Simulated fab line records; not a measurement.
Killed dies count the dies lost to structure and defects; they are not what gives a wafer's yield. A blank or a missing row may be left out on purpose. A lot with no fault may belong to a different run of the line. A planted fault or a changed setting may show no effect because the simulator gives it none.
Lot-split experiment	flow n5Finfet	21 wafers read across 7 lots, on a route 1938 steps long

## THE SPLIT ITSELF
At N5_BEOL_M6_TRENCH_ETCH_37 (etches SiCOH lowk in C4F6/O2, target depth 94.435 nm, time 31.5 s), the setting timeS was moved away from the recipe's 31.5 s on 6 of the 21 wafers read, by -22.1% to +12.0%. All remaining wafers had this setting at the recipe value.

## FROM THE SPLIT TO THE READING: what the file shows between them, 11 steps
- N5_BEOL_M6_ETCH_41: etches SiCN in CH3F/O2, target depth 29.7 nm, time 52 s
- N5_BEOL_M6_STRIP_80: strips in N2/H2, time 10 s
- N5_BEOL_M6_OCD_MEAS_38
- N5_BEOL_M6_HM_STRIP_39: strips TiN in peroxide tin strip, target depth 25 nm, time 158 s
- N5_BEOL_M6_SRD_40: time 30 s
- N5_BEOL_M6_ECD_50: material Cu, target thk 300 nm
- N5_BEOL_M6_ANNEAL_51: time 90 s
- N5_BEOL_M6_CMP_52: polishes, stops on SiCOH lowk, t overpolish 6.9 s, target thk 80 nm
- N5_BEOL_M6_THK_MEAS_53: measures by xrf
- N5_BEOL_M6_PRE_CLEAN_55: time 15 s
- N5_BEOL_M6_DEP_56: deposits SiCN from 3MS/NH3, target thk 10 nm, time 17.5 s

## THE READING
M6_RS (ohm/sq), read at N5_BEOL_M6_RS_MEAS_57 with a four-point probe. Fault-free wafers of this fab line usually give 0.282 ohm/sq, standard deviation 0.0097 ohm/sq.

wafer	tool, chamber at the split	timeS as run, s	against the recipe	M6_RS, ohm/sq	against lot-mates on the recipe
L081.1	rieDiel-06, 2	31.5	recipe	0.295	-
L081.3	rieDiel-06, 1	31.5	recipe	0.277	-
L081.4	rieDiel-06, 3	31.5	recipe	0.277	-
L080.2	rieDiel-04, 0	31.5	recipe	0.286	-
L080.4	rieDiel-04, 2	34.84	+10.6%	0.246	-0.040
L080.6	rieDiel-04, 0	34.84	+10.6%	0.240	-0.046
L082.2	rieDiel-06, 2	31.5	recipe	0.280	-
L082.3	rieDiel-06, 1	31.5	recipe	0.296	-
L082.5	rieDiel-06, 1	24.55	-22.1%	0.394	+0.106
L088.1	rieDiel-06, 1	31.5	recipe	0.287	-
L088.3	rieDiel-06, 3	31.5	recipe	0.286	-
L088.5	rieDiel-06, 1	31.5	recipe	0.287	-
L091.2	rieDiel-05, 1	31.5	recipe	0.275	-
L091.3	rieDiel-05, 2	31.5	recipe	0.270	-
L091.4	rieDiel-05, 2	31.5	recipe	0.274	-
L094.1	rieDiel-06, 3	31.5	recipe	0.297	-
L094.3	rieDiel-06, 2	35.28	+12.0%	0.247	-0.045
L094.5	rieDiel-06, 2	31.5	recipe	0.288	-
L097.3	rieDiel-05, 1	25.05	-20.5%	0.390	+0.102
L097.4	rieDiel-05, 2	25.05	-20.5%	0.391	+0.103
L097.6	rieDiel-05, 2	31.5	recipe	0.288	-

FIT RESULTS
A straight line over all 21 wafers: M6_RS changes by -0.00473 ohm/sq for each +1% of timeS; r = -0.98; the points scatter about the line by 0.0091 ohm/sq.
The same after taking each lot's own level away (the mean of its wafers on the recipe; 21 wafers): -0.00469 ohm/sq for each +1%; r = -0.99; scatter 0.0058 ohm/sq.
That fit puts the effect of the largest move of timeS on the reading at 0.1 ohm/sq.
The span of the lots' own levels, 0.2730 to 0.2925 ohm/sq, comes to 2.0 times the standard deviation stated above.
The two slopes agree, so the slope changes little with the lot-to-lot level.
Check: +0.105 ohm/sq against its lot-mates is what the line predicts for one of the wafers moved furthest among these (-22.1%) when that wafer is left out of the fit. Against them it came out at +0.106 ohm/sq.

## FURTHER SPLITS ON THESE WAFERS
Before the reading, these wafers also passed through other splits. Each is held against what the fit with the lots' levels taken away leaves over:
other split on the same wafers	wafers away from the commonest value	r with M6_RS (lot level and that fit taken away)
N5_BEOL_M6_ETCH_66 biasW	4	+0.12

## THE WHOLE CHAIN: every reading that the file lists as answering this split, in the file's order
step	what it does	reading	change (the file's fit)	r (the file's)
N5_BEOL_M6_TRENCH_ETCH_37	etches SiCOH lowk in C4F6/O2, target depth 94.435 nm, time 31.5 s	BEOL_M6.featureDepthNm (the simulator's own value, which no gauge read)	+0.936 nm for each +1% of the setting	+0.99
N5_BEOL_M6_TRENCH_ETCH_37	etches SiCOH lowk in C4F6/O2, target depth 94.435 nm, time 31.5 s	etch.depthNm (the simulator's own value, which no gauge read)	+0.936 nm for each +1% of the setting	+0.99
N5_BEOL_M6_OCD_MEAS_38		trenchDepthNm	+0.947 nm for each +1% of the setting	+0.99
N5_BEOL_M6_CMP_52	polishes, stops on SiCOH lowk, t overpolish 6.9 s, target thk 80 nm	Cu_of_BEOL_M6_ECD_50.thkNm (the simulator's own value, which no gauge read)	+0.906 nm for each +1% of the setting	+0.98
N5_BEOL_M6_THK_MEAS_53	measures by xrf	M6_THK	+0.916 for each +1% of the setting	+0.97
N5_BEOL_M6_RS_MEAS_57	measures by four-point-probe	M6_RS	-0.00469 for each +1% of the setting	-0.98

## THE FILE'S OWN FIT
M6_RS changes by -0.00469 ohm/sq for each +1% of timeS, r = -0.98.
